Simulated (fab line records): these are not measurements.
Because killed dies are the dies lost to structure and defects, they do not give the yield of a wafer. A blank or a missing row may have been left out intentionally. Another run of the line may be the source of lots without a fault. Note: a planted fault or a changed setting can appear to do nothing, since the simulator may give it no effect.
Struck lot and sound lot, side by side    flow nandHarc    13 out of 1159 route steps
Sound: wafers L285.3, L285.4, L285.5. Struck: wafers L284.1, L284.5, L284.6. Last of all comes the cause.
Per side, at each step with rows, come the tool, then ch with its chambers, and then its first start. Under that, the readings that differ: sound wafers    struck wafers    difference of the means    sigmas: that difference in standard deviations of wafers without a fault.
alike: readings whose means differ by less than 2 such deviations, and words and numbers that are the same on both sides. not compared: withheld readings, readings that some wafer has no value for, bounds like >300 that may hide the same value, and numbers for which the record gives no deviation and whose values overlap.
The two part at a step that has a row with sigmas, a row that says differs or no value, or rows on one side only. Numbers that don't overlap but have no deviation are shown without sigmas and don't part them. Lack of a reading on every wafer of one side parts them only where that side has two or more wafers.

first, 2 steps without rows for these wafers: NHARC_P_M0_PRE_CLEAN_29 (time 30 s); NHARC_P_M0_PVD_20 (deposits TaN, target thk 5 nm, time 8.06 s).
NHARC_P_M0_PVD_21: deposits Cu, target thk 30 nm, time 20.49 s.
  sound on pvdSputter-01; struck on pvdSputter-03
  alike: throttleValvePct
then, 1 step without rows for these wafers: NHARC_P_M0_ECD_22 (material Cu, target thk 400 nm).
NHARC_P_M0_ANNEAL_30: time 90 s.
  sound on rtpAnneal-01 ch 0, day 8 08:23; struck on rtpAnneal-02 ch 0, day 7 23:28
  alike: wafer_temp_C_max
NHARC_P_M0_CMP_23: polishes, t overpolish 20 s, target thk 117.53 nm.
  sound on cmp-03 ch 0,2,3, day 8 08:41; struck on cmp-02 ch 1,2, day 7 23:48
  alike: motorCurrentA, timeToEndpointS
NHARC_P_M0_THK_MEAS_24: measures by xrf.
  sound on filmMetro-01, day 8 08:56; struck on filmMetro-02, day 8 00:07
  alike: thkNm
after that, 1 step had no rows for these wafers: NHARC_P_M0_SRD_25.
NHARC_P_M0_INSPECT_27:
  sound on defectInspect-02, day 8 09:06; struck on defectInspect-01, day 8 00:17
  alike: rawDefectCount
NHARC_P_M0_PRE_CLEAN_31: time 12 s.
  sound on pecvd-01 ch 0,2, day 8 09:11; struck on pecvd-01 ch 0,1,2, day 8 00:22
  alike: heaterPowerW
NHARC_P_M0_DEP_32: deposits SiCN, target thk 30 nm.
  sound on pecvd-01 ch 0,2, day 8 09:20; struck on pecvd-01 ch 0,1,2, day 8 00:28
  alike: chamberPressureTorr, heaterPowerOuterW, heaterPowerW
NHARC_P_M1_DEP_00: deposits SiOC, target thk 182.5 nm.
  sound on pecvd-01 ch 0,1,2, day 8 09:38; struck on pecvd-04 ch 1,2, day 8 00:53
  no value came back on the struck wafers for chamberPressureTorr (Torr), rfFwdPowerW (W); on the sound wafers chamberPressureTorr (Torr) reads 4.992 5.002 4.999
then, 1 step without rows for these wafers: NHARC_P_M1_DEHYDRATE_01 (time 120 s).

== WHERE THEY PART ==
Only at NHARC_P_M1_DEP_00, within this record.

WHY: what the simulator had put in
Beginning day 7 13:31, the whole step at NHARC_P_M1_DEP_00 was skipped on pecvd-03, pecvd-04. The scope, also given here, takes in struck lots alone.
